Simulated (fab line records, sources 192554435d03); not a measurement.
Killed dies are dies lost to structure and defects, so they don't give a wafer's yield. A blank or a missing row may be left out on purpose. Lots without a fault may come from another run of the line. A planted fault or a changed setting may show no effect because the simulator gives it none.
fab line records | flow n5_finfet
record lots=7 wafers=39
route steps=1938 shown BEOL_M7@1263 BEOL_M9@1440 BEOL_M11@1575 BEOL_M14@1770 PASSIVATION@1923
start_h: hours from the record's first day to the start of the lot's first wafer shown | wait_h: hours since the lot's step before | " the same as in the row above | L1.1+2: a row that stands for several wafers | - no value, or no start given | * or withheld: withheld | < > ~ a bound
route shown NAME@n: a module of which the file shows steps, and the number in the route of the first | usual: mean/standard deviation of fault-free wafers | same: alike in all rows | chamber/n: place in a boat | sites: the reading at each site | _std_site: their standard deviation | _edge_site: outer sites' mean less inner sites' | radius_mm: how far each site lies from the wafer's centre | mask NAME#n: copy n | behind: the tool/chamber that last shaped the wafer | hold: why the lot was held/for how many hours/how that ended | device: the transistor (n, p or np) that didn't switch | end of line: the same wafers' tests at the end of the route | a step without rows: its recipe alone | killed: dies lost to structure and defects at the first sort, not the wafer's yield | map: a wafer's dies, x killed, . not, _ none there
set.NAME: the setting as run; set.NAME@STEP: as run at that earlier step | model.NAME: the simulator's own value behind a step, which no gauge read
lots whose settings were changed on purpose; a table a step, a row a wafer
## steps
# step N5_BEOL_M7_ILD_DEP_00
# recipe material=SiCOH_lowk target_thk_a=1797.5 temp_c=300 precursor=DEMS/porogen pressure_torr=5 rf_w=500 time_s=33.4
# columns lot.wafer tool chamber start_h wait_h set.time_s model.SiCOH_lowk_of_BEOL_M7_ILD_DEP_00.thk_nm
L074.1+5 pecvd-02 0,2 182.07 0.0 33.4 179.2
L074.2 " 1 " " 33.4 178.8
L074.3 " 2 " " 33.4 176.4
L074.4 " 1 " " 33.4 181.4
L074.6 " 0 " " 33.4 182
L079.2 pecvd-03 1 219.41 0.0 33.4 177
L079.5 " 0 " " 33.4 179.8
L079.6 " 2 " " 33.4 183
L086.1 pecvd-03 2 261.25 0.0 17.67 99
L086.2 " 0 " " 33.4 179
L086.3 " 1 " " 17.67 92.2
L086.4 " 2 " " 33.4 184.4
L086.5 " 0 " " 17.67 96.2
L086.6 " 1 " " 33.4 179.2
L091.1 pecvd-01 0 287.43 0.0 43.74 228.6
L091.2 " 1 " " 43.74 229.4
L091.3 " 2 " " 33.4 176.8
L091.4 " 1 " " 33.4 179.8
L091.5 " 0 " " 33.4 178.6
L091.6 " 2 " " 43.74 233
L090.1 pecvd-01 1 288.04 0.0 33.4 178.8
L090.2 " 2 " " 26.73 143.2
L090.3 " 0 " " 26.73 142.8
L090.4 " 1 " " 26.73 144.4
L090.5 " 2 " " 33.4 180.8
L090.6 " 0 " " 33.4 177.6
L092.1 pecvd-03 0 288.07 0.0 33.4 178.8
L092.2 " 2 " " 33.4 184
L092.3 " 1 " " 51.34 273.2
L092.4 " 2 " " 51.34 278.4
L092.5 " 1 " " 51.34 276.2
L092.6 " 0 " " 33.4 182
L093.1 pecvd-03 2 295.99 0.0 33.4 178.8
L093.2 " 0 " " 41.69 221.8
L093.3 " 1 " " 41.69 219.2
L093.4 " 0 " " 33.4 179
L093.5 " 2 " " 41.69 226.8
L093.6 " 1 " " 33.4 179.2
# step N5_BEOL_M7_CURE_74
# recipe temp_c=385 time_s=240 ambient=He/Ar material=SiCOH_lowk
# columns lot.wafer tool chamber start_h wait_h set.time_s@BEOL_M7_ILD_DEP_00 model.SiCOH_lowk_of_BEOL_M7_ILD_DEP_00.thk_nm
L074.1+5 uv_cure-03 0 182.14 0.0 33.4 154.6
L074.2 " 0 " " 33.4 154.2
L074.3 " 0 " " 33.4 152
L074.4 " 0 " " 33.4 156.4
L074.6 " 0 " " 33.4 157
L079.2 uv_cure-03 1 219.55 0.1 33.4 152.6
L079.5 " 1 " " 33.4 155.2
L079.6 " 1 " " 33.4 157.8
L086.1 uv_cure-02 2 261.31 0.0 17.67 85
L086.2 " 2 " " 33.4 154.4
L086.3 " 2 " " 17.67 79.2
L086.4 " 2 " " 33.4 159
L086.5 " 2 " " 17.67 82.6
L086.6 " 2 " " 33.4 154.6
L091.1 uv_cure-03 2 287.49 0.0 43.74 197.6
L091.2 " 2 " " 43.74 198.4
L091.3 " 2 " " 33.4 152.4
L091.4 " 2 " " 33.4 155
L091.5 " 2 " " 33.4 154
L091.6 " 2 " " 43.74 201.6
L090.1 uv_cure-03 2 288.10 0.0 33.4 154.2
L090.2 " 2 " " 26.73 123.2
L090.3 " 2 " " 26.73 122.8
L090.4 " 2 " " 26.73 124.2
L090.5 " 2 " " 33.4 156
L090.6 " 2 " " 33.4 153.2
L092.1 uv_cure-01 1 288.33 0.2 33.4 154.2
L092.2 " 1 " " 33.4 158.8
L092.3 " 1 " " 51.34 236.8
L092.4 " 1 " " 51.34 241.4
L092.5 " 1 " " 51.34 239.4
L092.6 " 1 " " 33.4 157
L093.1+4 uv_cure-01 1 296.20 0.2 33.4 154.2
L093.2 " 1 " " 41.69 191.8
L093.3 " 1 " " 41.69 189.4
L093.5 " 1 " " 41.69 196.2
L093.6 " 1 " " 33.4 154.6
# step N5_BEOL_M7_THK_MEAS_01
# recipe reads=SiCOH_lowk_of_BEOL_M7_ILD_DEP_00
# usual M7_ILD_THK=155.4/2.1
# columns lot.wafer tool chamber start_h wait_h set.time_s@BEOL_M7_ILD_DEP_00 M7_ILD_THK[nm]
L074.1 film_metro-01 - 182.65 0.4 33.4 154.7
L074.2 " - " " 33.4 154.1
L074.3 " - " " 33.4 152.2
L074.4 " - " " 33.4 156.4
L074.5 " - " " 33.4 154.5
L074.6 " - " " 33.4 157.0
L079.2 film_metro-01 - 219.99 0.4 33.4 152.7
L079.5 " - " " 33.4 155.2
L079.6 " - " " 33.4 157.9
L086.1 film_metro-01 - 261.82 0.4 17.67 85.0
L086.2 " - " " 33.4 154.4
L086.3 " - " " 17.67 79.2
L086.4 " - " " 33.4 158.9
L086.5 " - " " 17.67 82.5
L086.6 " - " " 33.4 154.6
L091.1 film_metro-02 - 288.00 0.4 43.74 197.6
L091.2 " - " " 43.74 198.5
L091.3 " - " " 33.4 152.5
L091.4 " - " " 33.4 155.0
L091.5 " - " " 33.4 154.0
L091.6 " - " " 43.74 201.4
L090.1 film_metro-02 - 288.61 0.4 33.4 154.2
L090.2 " - " " 26.73 123.2
L090.3 " - " " 26.73 122.9
L090.4 " - " " 26.73 124.2
L090.5 " - " " 33.4 155.8
L090.6 " - " " 33.4 153.1
L092.1 film_metro-02 - 288.84 0.4 33.4 154.2
L092.2 " - " " 33.4 158.8
L092.3 " - " " 51.34 236.9
L092.4 " - " " 51.34 241.6
L092.5 " - " " 51.34 239.4
L092.6 " - " " 33.4 156.9
L093.1 film_metro-02 - 296.71 0.4 33.4 154.2
L093.2 " - " " 41.69 191.7
L093.3 " - " " 41.69 189.4
L093.4 " - " " 33.4 154.2
L093.5 " - " " 41.69 196.1
L093.6 " - " " 33.4 154.4
# step N5_BEOL_M9_ETCH_66
# recipe chemistry=N2/H2 target=SOC target_depth_a=800 overetch_a=160 mask_material=SiARC temp_c=40 time_s=120 ion_energy_ev=200 pressure_mtorr=30 source_w=840 bias_w=150 n2_flow_sccm=200 h2_flow_sccm=200
# columns lot.wafer tool chamber start_h wait_h set.time_s model.SiARC_of_BEOL_M9_COAT_64.thk_nm
L074.1+6 rie_diel-02 3 197.29 0.0 120 6.4
L074.2+4 " 1 " " 178.9 3.6
L074.3 " 2 " " 178.9 4
L074.5 " 2 " " 120 6.6
L079.2+5 rie_diel-01 3,2 237.25 0.0 120 6.6
L079.6 " 1 " " 120 6
L086.1 rie_diel-01 1 283.40 0.0 120 6
L086.2 " 0 " " 120 6.2
L086.3+4+5+6 " 3,2,2,3 " " 120 6.6
L092.1+3 rie_diel-02 0,2 307.87 0.0 120 6.6
L092.2 " 3 " " 120 6.4
L092.4+5 " 1,3 " " 178.2 3.8
L092.6 " 0 " " 178.2 4
L091.1 rie_diel-01 3 308.05 0.0 120 6.6
L091.2 " 1 " " 191.4 2.4
L091.3 " 2 " " 191.4 3.4
L091.4 " 0 " " 120 6.2
L091.5 " 0 " " 191.4 3
L091.6 " 1 " " 120 6
L090.1+2+4 rie_diel-04 1,2,2 308.96 0.0 163.1 4.2
L090.3 " 0 " " 120 6.2
L090.5+6 " 1,0 " " 120 6.4
L093.1 rie_diel-02 0 314.98 0.0 147.5 5.4
L093.2+5 " 1 " " 120 6.4
L093.3+6 " 3 " " 147.5 5.2
L093.4 " 0 " " 120 6.6
# step N5_BEOL_M11_VIA_ETCH_34
# recipe chemistry=C4F6/O2 target=SiCOH_lowk target_depth_a=1845 mask_material=SOC taper_deg=4 time_s=69.2 ion_energy_ev=250 pressure_mtorr=30 source_w=345 bias_w=185 Ar_flow_sccm=300 C4F6_flow_sccm=10 O2_flow_sccm=10
# columns lot.wafer tool chamber start_h wait_h set.target_depth_a model.etch.depth_nm model.SOC_of_BEOL_M11_COAT_63.thk_nm
L074.1 rie_diel-04 2 215.24 0.0 1845 189 91.8
L074.2 " 1 " " 1506 153.6 93.2
L074.3 " 3 " " 1845 179.2 92.6
L074.4 " 0 " " 1506 151.4 93.4
L074.5 " 1 " " 1845 189 92
L074.6 " 0 " " 1506 152.4 93.6
L079.2 rie_diel-04 2 253.58 0.0 1845 190.2 92.2
L079.5 " 2 " " 1845 191.2 91.8
L079.6 " 3 " " 1845 179.4 92.6
L086.1 rie_diel-02 2 300.76 0.0 1845 179.5 92.6
L086.2 " 0 " " 2776 274.8 87.8
L086.3 " 3 " " 2776 279.9 87.8
L086.4 " 1 " " 1845 186.2 91.8
L086.5 " 2 " " 2776 270.1 88.4
L086.6 " 1 " " 1845 185.8 92
L091.1 rie_diel-02 3 325.36 0.0 1845 185.2 92.4
L091.2 " 0 " " 1845 182.1 92.6
L091.3 " 1 " " 1845 183.8 92.2
L091.4 " 1 " " 1845 184.7 92.4
L091.5 " 0 " " 1845 184.2 92.4
L091.6 " 3 " " 1845 183.8 92.4
L092.1 rie_diel-02 1 325.91 0.0 1078 108.6 95.4
L092.2 " 0 " " 1078 107.8 95.4
L092.3 " 3 " " 1845 186.6 92.2
L092.4 " 1 " " 1078 109 95.6
L092.5 " 3 " " 1845 186.3 92
L092.6 " 0 " " 1845 185.2 92
L090.1 rie_diel-02 0 326.37 0.0 1845 183.6 92
L090.2 " 1 " " 2173 218.5 90.6
L090.3 " 3 " " 1845 182.9 92.2
L090.4 " 0 " " 1845 182.6 92.2
L090.5 " 3 " " 2173 218.7 90.8
L090.6 " 1 " " 2173 218.6 90.4
L093.1 rie_diel-02 0 333.78 0.0 1845 185.6 92.6
L093.2 " 3 " " 1845 186.7 92.2
L093.3 " 1 " " 1845 186.3 92.2
L093.4 " 3 " " 1845 185.5 92
L093.5 " 1 " " 1845 185.7 91.8
L093.6 " 0 " " 1845 185.6 92
# step N5_BEOL_M14_DEP_53
# recipe material=SiCN target_thk_a=500 temp_c=withheld precursor=3MS/NH3 pressure_torr=3 rf_w=675 time_s=17.8
# columns lot.wafer tool chamber start_h wait_h set.time_s model.SiCN_of_BEOL_M14_DEP_53.thk_nm
L074.1 pecvd-01 1 233.89 0.0 17.8 49.4
L074.2 " 0 " " 17.8 49
L074.3 " 2 " " 17.8 49.6
L074.4 " 1 " " 17.8 49.2
L074.5 " 2 " " 17.8 49.8
L074.6 " 0 " " 17.8 50
L079.2 pecvd-01 2 271.69 0.0 17.8 49
L079.5 " 0 " " 17.8 49.2
L079.6 " 1 " " 17.8 49.6
L086.1 pecvd-04 0 322.64 0.0 17.8 50.8
L086.2 " 2 " " 17.8 49.8
L086.3 " 1 " " 20.51 57
L086.4 " 0 " " 20.51 58.4
L086.5 " 2 " " 20.51 58
L086.6 " 1 " " 17.8 50.6
L091.1+5 pecvd-02 0,1 346.05 0.0 17.8 50.6
L091.2 " 1 " " 17.8 50.2
L091.3 " 2 " " 17.8 50.4
L091.4 " 2 " " 17.8 51
L091.6 " 0 " " 17.8 50.8
L092.1 pecvd-04 0 346.63 0.0 17.8 50
L092.2 " 1 " " 17.8 49.8
L092.3+4 " 2,1 " " 17.8 50.4
L092.5 " 0 " " 17.8 51.2
L092.6 " 2 " " 17.8 51
L090.1 pecvd-02 1 352.02 0.0 17.8 49.8
L090.2 " 0 " " 17.8 50.2
L090.3 " 2 " " 23.02 64.6
L090.4 " 2 " " 23.02 65.6
L090.5 " 0 " " 23.02 65.2
L090.6 " 1 " " 17.8 50.4
L093.1+3 pecvd-02 1,2 361.54 0.0 28.35 78.6
L093.2 " 0 " " 17.8 49.8
L093.4 " 2 " " 28.35 80
L093.5 " 0 " " 17.8 50.6
L093.6 " 1 " " 17.8 50.8
# step N5_PASSIVATION_DEVELOP_43
# recipe develop_time_s=60 rinse_liquid=diw dry=air_spin dev_temp_c=21
# columns lot.wafer tool chamber start_h wait_h set.develop_time_s
L074.1+3+6 litho_track-04 0 - - 60
L074.2+4+5 " 0 " " 72.13
L079.2+5+6 litho_track-01 0 - - 60
L086.1+3+4 litho_track-04 0 - - 28.54
L086.2+5+6 " 0 " " 60
L091.1+2+3 litho_track-01 0 - - 45.36
L091.4+5+6 " 0 " " 60
L092.1+3+5 litho_track-01 0 - - 94.99
L092.2+4+6 " 0 " " 60
L090.1+2+5 litho_track-02 0 - - 60
L090.3+4+6 " 0 " " 49.18
L093.1+3+5 litho_track-01 0 - - 43.97
L093.2+4+6 " 0 " " 60
# step N5_PASSIVATION_HARDBAKE_45
# recipe temp_c=130 time_s=120
# step N5_PASSIVATION_CD_MEAS_44
# recipe target_cd_nm=40000 landing_energy_ev=500 detector=se_inlens
# usual cd_nm=40001/3.7
# columns lot.wafer tool chamber start_h wait_h set.develop_time_s@PASSIVATION_DEVELOP_43 cd_nm
L074.1 cd_sem-02 0 250.10 - 60 40000
L074.2 " 0 " " 72.13 40012
L074.3 " 0 " " 60 40004
L074.4 " 0 " " 72.13 40014
L074.5 " 0 " " 72.13 40008
L074.6 " 0 " " 60 39999
L079.2 cd_sem-03 0 289.38 - 60 39998
L079.5 " 0 " " 60 40005
L079.6 " 0 " " 60 39998
L086.1 cd_sem-02 0 339.89 - 28.54 39967
L086.2 " 0 " " 60 39998
L086.3 " 0 " " 28.54 39967
L086.4 " 0 " " 28.54 39966
L086.5 " 0 " " 60 40000
L086.6 " 0 " " 60 39999
L091.1 cd_sem-01 0 366.56 - 45.36 39991
L091.2 " 0 " " 45.36 39991
L091.3 " 0 " " 45.36 39997
L091.4 " 0 " " 60 40001
L091.5 " 0 " " 60 40004
L091.6 " 0 " " 60 40003
L092.1 cd_sem-02 0 370.30 - 94.99 40018
L092.2 " 0 " " 60 40007
L092.3 " 0 " " 94.99 40019
L092.4 " 0 " " 60 40005
L092.5 " 0 " " 94.99 40019
L092.6 " 0 " " 60 40000
L090.1 cd_sem-03 0 373.08 - 60 39997
L090.2 " 0 " " 60 40003
L090.3 " 0 " " 49.18 39995
L090.4 " 0 " " 49.18 39986
L090.5 " 0 " " 60 40001
L090.6 " 0 " " 49.18 39987
L093.1 cd_sem-02 0 379.22 - 43.97 39990
L093.2 " 0 " " 60 39998
L093.3 " 0 " " 43.97 39984
L093.4 " 0 " " 60 40000
L093.5 " 0 " " 43.97 39990
L093.6 " 0 " " 60 39996
## key
split step=N5_BEOL_M7_ILD_DEP_00 setting=time_s stated=33.4 by=wafer
response step=N5_BEOL_M7_ILD_DEP_00 reading=model.SiCOH_lowk_of_BEOL_M7_ILD_DEP_00.thk_nm change=+1.76 per=1% r=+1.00
response step=N5_BEOL_M7_CURE_74 reading=model.SiCOH_lowk_of_BEOL_M7_ILD_DEP_00.thk_nm change=+1.54 per=1% r=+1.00
response step=N5_BEOL_M7_THK_MEAS_01 reading=M7_ILD_THK change=+1.54 per=1% r=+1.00
split step=N5_BEOL_M9_ETCH_66 setting=time_s stated=120 by=wafer
response step=N5_BEOL_M9_ETCH_66 reading=model.SiARC_of_BEOL_M9_COAT_64.thk_nm change=-0.0559 per=1% r=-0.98
split step=N5_BEOL_M11_VIA_ETCH_34 setting=target_depth_a stated=1845 by=wafer
response step=N5_BEOL_M11_VIA_ETCH_34 reading=model.etch.depth_nm change=+1.84 per=1% r=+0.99
response step=N5_BEOL_M11_VIA_ETCH_34 reading=model.SOC_of_BEOL_M11_COAT_63.thk_nm change=-0.0813 per=1% r=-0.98
split step=N5_BEOL_M14_DEP_53 setting=time_s stated=17.8 by=wafer
response step=N5_BEOL_M14_DEP_53 reading=model.SiCN_of_BEOL_M14_DEP_53.thk_nm change=+0.489 per=1% r=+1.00
split step=N5_PASSIVATION_DEVELOP_43 setting=develop_time_s stated=60 by=wafer
response step=N5_PASSIVATION_CD_MEAS_44 reading=cd_nm change=+0.421 per=1% r=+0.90
